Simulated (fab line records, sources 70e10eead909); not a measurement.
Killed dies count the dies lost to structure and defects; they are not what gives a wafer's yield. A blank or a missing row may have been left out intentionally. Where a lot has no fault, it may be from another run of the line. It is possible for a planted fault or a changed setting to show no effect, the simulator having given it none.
Problem report in the 8D (eight disciplines) form, filled by code    flow nand_harc    the parts of the form that need people (team, actions taken, sign-off) are left out

## 1. WHAT WENT WRONG
A mean of 130.1 s is read at NHARC_P_BONDPAD_ETCH_12 for run_length_s, taken on 1 wafer of 1 lot, against 121.5 s (standard deviation 0.49) on wafers free of any fault. That is +18 standard deviations from the usual mean.
The step: etches the open film in CHF3/O2, target depth 200 nm, time 100 s.
Seen first at day 13 11:04 on rie_diel-13, wafer L157.4. At this step, 39 wafers from 13 lots have a number in the record. By rule, "out" or "out of limits" means more than 4 standard deviations away from the usual mean. Any other wafer with a number is counted as sound.

## 2. WHAT IT IS; WHAT IT IS NOT
question                     is                 is not
which readings at this step  run_length_s       drypump_motor_current_A, oes_product_au, rf_vpp_V, showerhead_plenum_p_Torr, throttle_valve_pct
which lots                   L157               L142, L143, L144, L145, L146, L147, L149, L150, L151, L153, L155, L156
which wafers of those lots   L157.4             L157.2, L157.3
read on which tools          rie_diel-13        rie_diel-07, rie_diel-10
when                         from day 13 11:04  up to then (38 sound wafers)

## 3. THE SUSPECTS, EACH WITH WHAT RULES IT OUT
Counting: if a tool at a process step up to the reading ran every lot that is out, it stays a suspect. Sound lots after the first of them don't rule it out here, since some wafers of a struck lot are sound.
- pvd_sputter-02 at NHARC_P_M2_PVD_21 (deposits Cu, target thk 30 nm, time 20.49 s): kept. It ran the lot that is out, L157 (day 13 08:07); its last sound lot up to then is L155 (day 12 18:10). NHARC_P_M2_PVD_21 gives no start for some lots, so the hours and the order of its lots are those of NHARC_P_M2_ANNEAL_31.
- rtp_anneal-02 at NHARC_P_M2_ANNEAL_31 (time 90 s): kept. It ran the lot that is out, L157 (day 13 08:07); its last sound lot up to then is L155 (day 12 18:10).
- rie_diel-13 at NHARC_P_BONDPAD_ETCH_12 (etches the open film in CHF3/O2, target depth 200 nm, time 100 s): kept. It ran the lot that is out, L157 (day 13 11:04); its last sound lot up to then is L156 (day 12 22:09). Out on those wafers are its own readings of run_length_s.
- Within rie_diel-13 at NHARC_P_BONDPAD_ETCH_12: the wafers that are out ran in chamber 3; their sound lot-mates ran in chambers 0, 2.
pvd_sputter-02 at NHARC_P_M2_PVD_21, rtp_anneal-02 at NHARC_P_M2_ANNEAL_31 and rie_diel-13 at NHARC_P_BONDPAD_ETCH_12 are what is left after counting.

## 4. THE CAUSE (what the simulator had put in)
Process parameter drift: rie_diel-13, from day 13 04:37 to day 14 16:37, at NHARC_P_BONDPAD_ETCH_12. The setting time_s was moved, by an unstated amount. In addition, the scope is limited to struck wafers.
After counting, 3 suspects remain, this tool included.

## 5. SEQUENCE OF EFFECTS, ordered by route
Rows list readings where the struck wafers' mean (over those with a number) sits beyond 3 standard deviations from the usual. Readings are gone through only where the record gives a usual standard deviation; hours: the median, over the lots, of the time from a lot's start at the first step in this table giving one to that lot's start at this step; sigmas: the change measured in usual standard deviations.
hours  step                     reading       usual    on struck wafers  change  sigmas
0      NHARC_P_BONDPAD_ETCH_12  run_length_s  121.5 s  130.1             +8.6    +18
Process steps it contains:
- NHARC_P_BONDPAD_ETCH_12: etches the open film in CHF3/O2, target depth 200 nm, time 100 s.

## 6. WHAT WOULD HAVE CAUGHT IT SOONER
The fault began at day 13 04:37; the first out-of-limits reading in this record came at day 13 11:04, 6 hours later.
